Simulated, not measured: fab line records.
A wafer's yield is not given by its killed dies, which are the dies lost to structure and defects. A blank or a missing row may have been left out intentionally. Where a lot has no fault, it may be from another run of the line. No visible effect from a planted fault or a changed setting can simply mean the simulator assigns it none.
A struck lot beside a sound one + flow nandHarc + 15 steps out of a route of 1302
Sound: these wafers, L555.1, L555.4, L555.6. The struck wafers were L548.2, L548.4, L548.6. The cause is given at the end.
Each step with rows lists, per side, the tool, then ch with its chambers, then its first start. Under that, the readings that differ: sound wafers + struck wafers + difference of the means + sigmas: that difference in standard deviations of wafers without a fault.
alike: a reading whose means differ by less than 2 such deviations, as well as words and numbers matching on both sides. not compared: withheld readings; readings where some wafer has no value; bounds like >300 that might hide an equal value; numbers whose values overlap and for which the record gives no deviation.
The two part at a step that has a row with sigmas, a row that says differs or no value, or rows on one side only. Non-overlapping numbers with no deviation appear without sigmas and do not part them. A reading missing from all wafers of one side parts the sides only when that side holds two or more wafers.

NHARC_A_CHANNEL_HOLE_D2_STRIP_28: strips in O2.
  sound: rieDiel-09 ch 0,3; struck: rieDiel-09 ch 0,1,2
  alike: drypumpMotorCurrentA, oesProductAu, rfVppV, showerheadPlenumPTorr, throttleValvePct
  not compared: rfHoursCounterH
then, 2 steps without rows for these wafers: NHARC_A_CHANNEL_HOLE_D2_PRECLEAN_29 (cleans in SC1); NHARC_A_CHANNEL_HOLE_D2_SRD_30.
NHARC_A_CHANNEL_HOLE_D2_CD_MEAS_31:
  struck on cdSem-01, day 17 13:46; sound on cdSem-01, day 20 15:07
  alike: cdNm
NHARC_A_CHANNEL_HOLE_D2_XSEM_32:
  sound on xsem-01 ch 0, day 20 15:13; struck on xsem-01 ch 0, day 17 13:52
  alike: botCdNm, bowNm, tiltDeg
NHARC_A_CHANNEL_HOLE_D2_INSPECT_40:
  struck on defectInspect-02, day 17 13:57; sound on defectInspect-01, day 20 15:19
  alike: rawDefectCount
then, 2 steps without rows for these wafers: NHARC_A_CHANNEL_FILL_D2_PRECLEAN_00 (cleans in SC1); NHARC_A_CHANNEL_FILL_D2_SRD_01.
NHARC_A_CHANNEL_FILL_D2_ALD_02: deposits SiO2, target thk 6 nm, pulse time 10 s, ald cycles 60.
  sound on aldHk-02 ch 0,2, day 20 15:35; struck on aldHk-02 ch 0,2,3, day 17 14:17
  alike: aldCycles, heaterPowerW, precursorPulseHeightRel
  not compared: sinceWetCleanH
NHARC_A_CHANNEL_FILL_D2_ALD_03: deposits SiNx, target thk 6 nm, pulse time 60 s, ald cycles 58.
  sound: aldSinBatch-01 ch 0; struck: aldSinBatch-01 ch 0
  alike: aldCycles, precursorPulseHeightRel
NHARC_A_CHANNEL_FILL_D2_ALD_14: deposits SiO2, target thk 2.5 nm, pulse time 10 s, ald cycles 25.
  sound on aldHk-03 ch 0,1,3, day 20 22:31; struck on aldHk-03 ch 2,3, day 18 00:28
  alike: aldCycles, heaterPowerW, precursorPulseHeightRel
  not compared: sinceWetCleanH
then, 1 step without rows for these wafers: NHARC_A_CHANNEL_FILL_D2_ALD_15 (deposits SiNx, target thk 2 nm, pulse time 60 s, ald cycles 19).
NHARC_A_CHANNEL_FILL_D2_ALD_16: deposits SiO2, target thk 1.5 nm, pulse time 10 s, ald cycles 15.
  sound on aldHk-02 ch 0,2, day 21 03:41; struck on aldHk-02 ch 0,1,3, day 18 05:42
| reading   | sound    | struck   | difference | sigmas |
|-----------|----------|----------|------------|--------|
| aldCycles | 15 15 15 | 13 13 13 | -2         |        |
  alike: heaterPowerW, precursorPulseHeightRel
  not compared: sinceWetCleanH
then, 1 step without rows for these wafers: NHARC_A_CHANNEL_FILL_D2_ANNEAL_17 (time 1800 s).
-- the record jumps here: 11 days lie between the struck wafers' starts before and after (it left off in module A_CHANNEL_FILL_D2 and takes up again in module END, whose first step shown is number 1302 of the route) --
NHARC_END_SORT_01:
  sound on prober-02 ch 0, day 31 16:33; struck on prober-02 ch 0, day 28 22:57
| reading       | sound | struck | difference | sigmas |
|---------------|-------|--------|------------|--------|
| killedAtOther | 0 0 0 | 4 2 2  | +3         | +2     |
| killedOpen    | 1 2 1 | 7 7 4  | +5         | +2     |
  alike: killedAtArray, killedAtPeriphery, killedDies, killedShort

## WHERE THEY PART
Only at NHARC_END_SORT_01, within this record.

WHY: what had been put in by the simulator
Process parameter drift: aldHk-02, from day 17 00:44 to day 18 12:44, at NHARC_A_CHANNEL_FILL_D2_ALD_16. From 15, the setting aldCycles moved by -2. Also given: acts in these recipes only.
